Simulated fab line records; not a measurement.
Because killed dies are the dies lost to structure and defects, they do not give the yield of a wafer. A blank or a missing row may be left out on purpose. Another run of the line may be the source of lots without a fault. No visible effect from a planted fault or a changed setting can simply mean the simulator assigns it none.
fab line records	flow n5Finfet
[record] lots = 7	wafers = 18	lastDay = 18
route steps=1938 shown BEOL_M0@734 BEOL_M4@1111 PASSIVATION@1936
lots that met no fault: from a run of the same line without faults
startH: the number of hours between the record's first day and the start of the first shown wafer of the lot	waitH: hours since the lot's step before	" repeats the value in the row above	L1.1+2: a row that stands for several wafers	- no value, or no start given	* or withheld: withheld	< > ~ a bound
route shown NAME@n: names a module that has steps shown in the file, with the first one's number in the route	usual: mean/standard deviation of fault-free wafers	same: alike in all rows	chamber/n: place in a boat	sites: readings site by site	_std_site: the standard deviation of these	_edge_site: the outer-site mean with the inner-site mean subtracted	radiusMm: how far each site lies from the wafer's centre	mask NAME#n: copy n	behind: the most recent tool/chamber to have shaped the wafer	hold: reason for holding the lot/hours on hold/outcome of the hold	device: which transistor (n, p or np) failed to switch	end of line: the route-end tests of the same wafers	where a step has no rows: the recipe by itself	killed: at the first sort, the dies lost to defects and structure; wafer yield is something else	map: a wafer's dies, x killed, . not, _ none there
set.NAME: the run value of the setting; set.NAME@STEP: its run value at that earlier step	model.NAME: the simulator's own value behind a step, which no gauge read
a table for each step, a row for each wafer; lots at some steps of the route
services: from which hour (startH, from the record's first day; less than 0 if before it) a tool's chamber was out of use, for how many hours, and why
[[steps]]
[step N5_BEOL_M0_SPUTTER_116]
[recipe] material = Cu	targetThkA = 40	tempC = -20	chamberPressurePa = 0.07	powerW = withheld	timeS = 7.37
[usual] throttleValvePct = 30.1/1.1
lot.wafer	tool	chamber	startH	waitH	throttleValvePct
L222.1	pvdSputter-02	-	130.34	0.2	30.0
L222.2	"	-	"	"	31.7
L222.5	"	-	"	"	30.0
L229.2	pvdSputter-02	-	170.46	0.1	29.7
L229.3	"	-	"	"	28.3
L231.3	pvdSputter-03	-	181.85	0.1	28.4
L231.4	"	-	"	"	30.2
L233.2	pvdSputter-03	-	199.25	1.5	30.3
L233.5	"	-	"	"	31.2
L236.2	pvdSputter-03	-	220.59	0.1	30.1
L236.4	"	-	"	"	30.3
L236.6	"	-	"	"	28.8
L240.2	pvdSputter-02	-	243.05	0.1	28.2
L240.3	"	-	"	"	30.2
L240.5	"	-	"	"	32.0
L243.2	pvdSputter-02	-	254.50	0.1	31.7
L243.3	"	-	"	"	29.9
L243.4	"	-	"	"	29.9
[step N5_BEOL_M0_ANNEAL_117]
[recipe] tempC = 400	timeS = 60	ambient = vacuum
[step N5_BEOL_M0_SPUTTER_132]
[recipe] material = Cu	targetThkA = 40	tempC = -20	chamberPressurePa = 0.07	powerW = withheld	timeS = 7.37
[step N5_BEOL_M0_ANNEAL_133]
[recipe] tempC = 400	timeS = 60	ambient = vacuum
[usual] heaterPowerW = 844/67
lot.wafer	tool	chamber	startH	waitH	heaterPowerW
L222.1	pvdSputter-02	-	130.54	0.0	906
L222.2	"	-	"	"	867
L222.5	"	-	"	"	922
L229.2	pvdSputter-02	-	170.66	0.0	865
L229.3	"	-	"	"	839
L231.3	pvdSputter-03	-	182.05	0.0	831
L231.4	"	-	"	"	845
L233.2	pvdSputter-03	-	199.45	0.0	721
L233.5	"	-	"	"	881
L236.2	pvdSputter-03	-	220.79	0.0	734
L236.4	"	-	"	"	854
L236.6	"	-	"	"	824
L240.2	pvdSputter-02	-	243.25	0.0	827
L240.3	"	-	"	"	920
L240.5	"	-	"	"	859
L243.2	pvdSputter-02	-	254.70	0.0	864
L243.3	"	-	"	"	823
L243.4	"	-	"	"	899
[step N5_BEOL_M0_SPUTTER_134]
[recipe] material = Cu	targetThkA = 40	tempC = -20	chamberPressurePa = 0.07	powerW = withheld	timeS = 7.37
[step N5_BEOL_M0_ANNEAL_135]
[recipe] tempC = 400	timeS = 60	ambient = vacuum
[usual] heaterPowerW = 843/68
lot.wafer	tool	chamber	startH	waitH	heaterPowerW
L222.1	pvdSputter-02	-	130.66	0.0	894
L222.2	"	-	"	"	836
L222.5	"	-	"	"	919
L229.2	pvdSputter-02	-	170.78	0.0	843
L229.3	"	-	"	"	801
L231.3	pvdSputter-03	-	182.17	0.0	842
L231.4	"	-	"	"	844
L233.2	pvdSputter-03	-	199.57	0.0	710
L233.5	"	-	"	"	894
L236.2	pvdSputter-03	-	220.91	0.0	712
L236.4	"	-	"	"	870
L236.6	"	-	"	"	824
L240.2	pvdSputter-02	-	243.37	0.0	802
L240.3	"	-	"	"	912
L240.5	"	-	"	"	870
L243.2	pvdSputter-02	-	254.82	0.0	861
L243.3	"	-	"	"	865
L243.4	"	-	"	"	910
[step N5_BEOL_M0_SPUTTER_141]
[recipe] material = Cu	targetThkA = 40	tempC = -20	chamberPressurePa = 0.07	powerW = withheld	timeS = 7.37
[usual] throttleValvePct = 30.1/1.1
lot.wafer	tool	chamber	startH	waitH	throttleValvePct
L222.1	pvdSputter-02	-	130.70	0.0	30.0
L222.2	"	-	"	"	31.9
L222.5	"	-	"	"	30.0
L229.2	pvdSputter-02	-	170.82	0.0	29.9
L229.3	"	-	"	"	28.3
L231.3	pvdSputter-03	-	182.21	0.0	28.7
L231.4	"	-	"	"	30.2
L233.2	pvdSputter-03	-	199.61	0.0	30.4
L233.5	"	-	"	"	31.4
L236.2	pvdSputter-03	-	220.95	0.0	30.4
L236.4	"	-	"	"	30.2
L236.6	"	-	"	"	28.8
L240.2	pvdSputter-02	-	243.41	0.0	28.1
L240.3	"	-	"	"	30.2
L240.5	"	-	"	"	31.9
L243.2	pvdSputter-02	-	254.86	0.0	31.7
L243.3	"	-	"	"	29.5
L243.4	"	-	"	"	30.0
[step N5_BEOL_M0_ECD_118]
[recipe] material = Cu	targetThkA = 3000
[step N5_BEOL_M0_ANNEAL_119]
[recipe] tempC = 225	timeS = 90	ambient = N2
[usual] annealTempC = 224.96/0.15	annealTempCMax = 226.04/0.26	wafer_temp_C_max = 225.85/0.25
lot.wafer	tool	chamber	startH	waitH	annealTempC	annealTempCMax	wafer_temp_C_max
L222.1	rtpAnneal-02	0	131.01	0.2	225.14	226.29	225.67
L222.2	"	0	"	"	224.99	226.09	225.66
L222.5	"	0	"	"	225.06	226.03	225.76
L229.2	rtpAnneal-02	0	171.06	0.1	225.08	226.14	225.92
L229.3	"	0	"	"	224.96	226.01	225.68
L231.3	rtpAnneal-02	0	182.89	0.5	224.71	225.54	225.65
L231.4	"	0	"	"	225.07	226.18	226.24
L233.2	rtpAnneal-02	0	199.85	0.1	225.00	226.02	225.90
L233.5	"	0	"	"	225.13	226.12	225.99
L236.2	rtpAnneal-02	0	221.29	0.2	224.92	226.03	225.89
L236.4	"	0	"	"	224.91	225.76	225.52
L236.6	"	0	"	"	224.92	226.06	225.51
L240.2	rtpAnneal-01	0	243.65	0.1	225.07	226.03	225.64
L240.3	"	0	"	"	224.91	225.91	226.23
L240.5	"	0	"	"	224.74	226.05	226.02
L243.2	rtpAnneal-01	0	255.86	0.9	224.94	225.68	225.79
L243.3	"	0	"	"	225.03	225.71	226.01
L243.4	"	0	"	"	224.93	225.98	225.72
[step N5_BEOL_M0_CMP_120]
[recipe] stopOn = SiOC	tOverpolishS = 6.9	downForcePsi = 1	platenRpm = 50	clearingPlatenDownForcePsi = 1.5	clearingPlatenRpm = 50	postCmpClean = cuAlkaline	clearingPlatenPadVelocityMS = 0.99484	padVelocityMS = 0.99484
[step N5_BEOL_M0_PRE_CLEAN_131]
[recipe] gas = NH3/H2	timeS = 15	tempC = *	rfPowerW = 300
[step N5_BEOL_M0_CO_CAP_123]
[recipe] material = Co	targetThkA = 20	tempC = 200	precursor = CCTBA/H2	pressureTorr = 30	timeS = 102.1
[usual] heaterPowerW = 233/9.5	runLengthS = 125.2/0.36
lot.wafer	tool	chamber	startH	waitH	heaterPowerW	runLengthS	sinceWetCleanH	model.Co_of_BEOL_M0_CO_CAP_123.thkNm
L222.1	cvdCo-02	2	133.44	0.0	223	124.6	434	2
L222.2	"	0	"	"	227	125.8	893	2
L222.5	"	0	"	"	227	125.6	-	2
L229.2	cvdCo-02	1	172.03	0.0	228	155.0	35	2.6
L229.3	"	2	"	"	217	124.8	473	2
L231.3	cvdCo-02	0	184.40	0.1	220	125.6	-	1.8
L231.4	"	1	"	"	241	154.8	-	2.6
L233.2	cvdCo-02	0	200.48	0.0	223	155.3	960	2.6
L233.5	"	1	"	"	234	125.2	-	2.2
L236.2	cvdCo-01	2	221.91	0.0	229	125.0	304	2.2
L236.4	"	2	"	"	236	125.2	-	2.2
L236.6	"	0	"	"	247	125.3	-	1.8
L240.2	cvdCo-01	1	244.27	0.0	240	125.2	1223	2.2
L240.3	"	2	"	"	225	125.3	326	2
L240.5	"	1	"	"	237	125.1	-	2.2
L243.2	cvdCo-01	0	256.48	0.0	247	124.8	798	1.8
L243.3	"	1	"	"	246	125.5	1235	2.2
L243.4	"	2	"	"	229	124.9	-	2
[step N5_BEOL_M0_PRE_CLEAN_124]
[recipe] gas = NH3	timeS = 15	tempC = withheld	rfPowerW = 300
[step N5_BEOL_M4_RC_MEAS_101]
[usual] DIBL_N = 36.3/2	DIBL_P = 36.3/2.4	IOFF_N = 0.16/0.034	IOFF_P = 0.21/0.035	ION_N = 672/12	ION_P = 459/6.5	SS_N = 71.6/0.67	SS_P = 73.3/0.71	VT_N = 250/3.5	VT_P = -251/3
lot.wafer	tool	chamber	startH	waitH	DIBL_N[mV/V]	DIBL_P[mV/V]	IOFF_N[nA/um]	IOFF_P[nA/um]	ION_N[uA/um]	ION_P[uA/um]	SS_N[mV/dec]	SS_P[mV/dec]	VT_N[mV]	VT_P[mV]
L222.1	prober-02	0	175.37	0.0	35.2	34.8	0.14	0.20	678	464	71.0	73.2	253	-249
L222.2	"	0	"	"	33.0	32.0	0.11	0.16	658	454	70.8	72.1	256	-253
L222.5	"	0	"	"	31.8	31.1	0.10	0.15	654	456	70.5	71.9	256	-256
L229.2	prober-02	0	242.64	0.2	40.5	39.7	0.23	0.25	679	456	72.6	73.8	246	-248
L229.3	"	0	"	"	39.3	38.1	0.19	0.21	682	453	72.3	73.6	247	-253
L231.3	prober-01	0	255.90	0.3	37.3	39.0	0.19	0.25	680	465	72.2	73.6	248	-249
L231.4	"	0	"	"	35.3	36.9	0.16	0.21	692	476	71.4	73.0	247	-251
L233.2	prober-01	0	261.41	0.2	38.7	40.3	0.22	0.28	682	465	73.0	75.1	249	-242
L233.5	"	0	"	"	36.1	38.5	0.17	0.24	670	455	72.0	75.0	253	-247
L240.2	prober-02	0	296.36	0.2	33.6	32.7	0.13	0.16	674	456	71.3	72.5	251	-253
L240.3	"	0	"	"	35.7	35.4	0.17	0.19	684	458	71.8	72.8	247	-251
L240.5	"	0	"	"	36.7	37.5	0.20	0.22	695	467	72.5	73.0	244	-249
L236.2	prober-02	0	303.11	0.2	36.4	37.4	0.15	0.21	669	465	71.6	72.7	252	-247
L236.4	"	0	"	"	33.7	33.8	0.12	0.17	669	471	70.9	71.8	252	-251
L236.6	"	0	"	"	36.4	36.4	0.15	0.20	660	458	71.6	73.0	250	-249
L243.2	prober-01	0	326.54	0.2	38.5	39.2	0.23	0.26	693	467	72.8	73.9	242	-247
L243.3	"	0	"	"	37.8	38.4	0.23	0.26	685	459	72.2	73.7	243	-247
L243.4	"	0	"	"	38.6	39.4	0.23	0.26	686	460	71.8	74.3	244	-245
[step N5_PASSIVATION_PROBE_49]
[usual] defectLimitedYield = 91.4/1.5	killed_at_M0_to_M3 = 33/11	killed_at_M4_up = 14/5.3	killedAtContacts = 13/6.2	killedAtFrontEnd = 39/13	killedAtOther = 3.1/2.8	killedDies = 102/17	killedOpen = 68/13	killedShort = 32/7.8	sort_bin_5_function = 5.1/0.95	sort_bin_6_memory = 3.2/0.7	sortNPass = 1078/18	sortYieldPct = 91.3/1.5
[same] grossDies = 1180	killedAtBackSide = 0	sort_bin_4_leakage[%] = 0	sort_bin_8_speed[%] = 0
lot.wafer	tool	chamber	startH	waitH	defectLimitedYield[%]	killed_at_M0_to_M3	killed_at_M4_up	killedAtContacts	killedAtFrontEnd	killedAtOther	killedDies	killedOpen	killedShort	sort_bin_5_function[%]	sort_bin_6_memory[%]	sortNPass	sortYieldPct[%]
L229.2	prober-02	-	342.93	0.1	92.4	36	12	13	24	5	90	57	31	4.5	3.0	1090	92.4
L229.3	prober-02	-	342.98	0.1	92.0	45	4	3	35	7	94	60	34	5.2	2.4	1086	92.0
L231.4	prober-02	-	359.29	0.2	91.6	16	13	18	49	3	99	65	31	5.7	2.2	1081	91.6
// killed by level:class
L229.2 MOL_CONTACT_COAG:geometricParticle:open=11 BEOL_M0_SAQP:geometricParticle:open=8 BEOL_M2:geometricParticle:open=6 BEOL_M4:geometricParticle:open=6 STARTING-WAFER:geometricParticle:open=6 GATE_CUT:geometricParticle:short=5 STI_FIN_REVEAL:geometricParticle:open=4 BEOL_M0_SAQP:geometricParticle:short=4
L229.3 BEOL_M0_SAQP:geometricParticle:short=11 BEOL_M0_SAQP:geometricParticle:open=10 BEOL_M3:geometricParticle:open=9 STI_FIN_REVEAL:geometricParticle:open=7 BEOL_M2:geometricParticle:open=5 FIN_SAQP:geometricParticle:short=4 DUMMY_GATE:geometricParticle:open=4 BEOL_M3:geometricParticle:short=4
L231.4 MOL_CONTACT_COAG:geometricParticle:open=16 STI_FIN_REVEAL:geometricParticle:open=12 FIN_SAQP:geometricParticle:short=9 BEOL_M3:geometricParticle:open=5 DUMMY_GATE:geometricParticle:open=4 BEOL_M4:geometricParticle:open=4 FIN_SAQP:geometricParticle:open=3 FIN_CUT:geometricParticle:open=3
[[services]]
tool	chamber	startH	hours	kind
cvdCo-01	0	109.15	6.5	repair
cvdCo-02	1	114.67	-	clean
cvdCo-02	1	114.67	22.0	scheduledDown
cvdCo-02	1	114.67	22.0	ventCycle
pvdSputter-02	-	115.86	8.0	repair
cvdCo-01	-	131.30	3.8	pm
cvdCo-02	-	151.32	1.5	repair
cvdCo-02	-	167.38	4.1	repair
cvdCo-02	2	174.06	10.5	repair
pvdSputter-02	-	197.53	7.5	repair
cvdCo-01	2	232.36	3.2	repair
[[key]]
[firstSign] step = N5_BEOL_M0_CO_CAP_123	reading = runLengthS	direction = up	sigmas = 83	usual = *	struck = *
effect none on later readings
[modelEffect] step = N5_BEOL_M0_CO_CAP_123	value = Co_of_BEOL_M0_CO_CAP_123.thkNm	without = 2	struck = 2.6
metAt N5_BEOL_M0_CO_CAP_123
struckWafers L229.2,L231.4,L233.2
onsetBetween 133.44 172.03
[fault] kind = processParameterDrift	tool = cvdCo-02	chamber = -	onsetH = 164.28	steps = N5_BEOL_M0_CO_CAP_123	channel = timeS	offset = *	shape = step	endH = 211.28	scope = struckWafersOnly	actsIn = *	stated = *
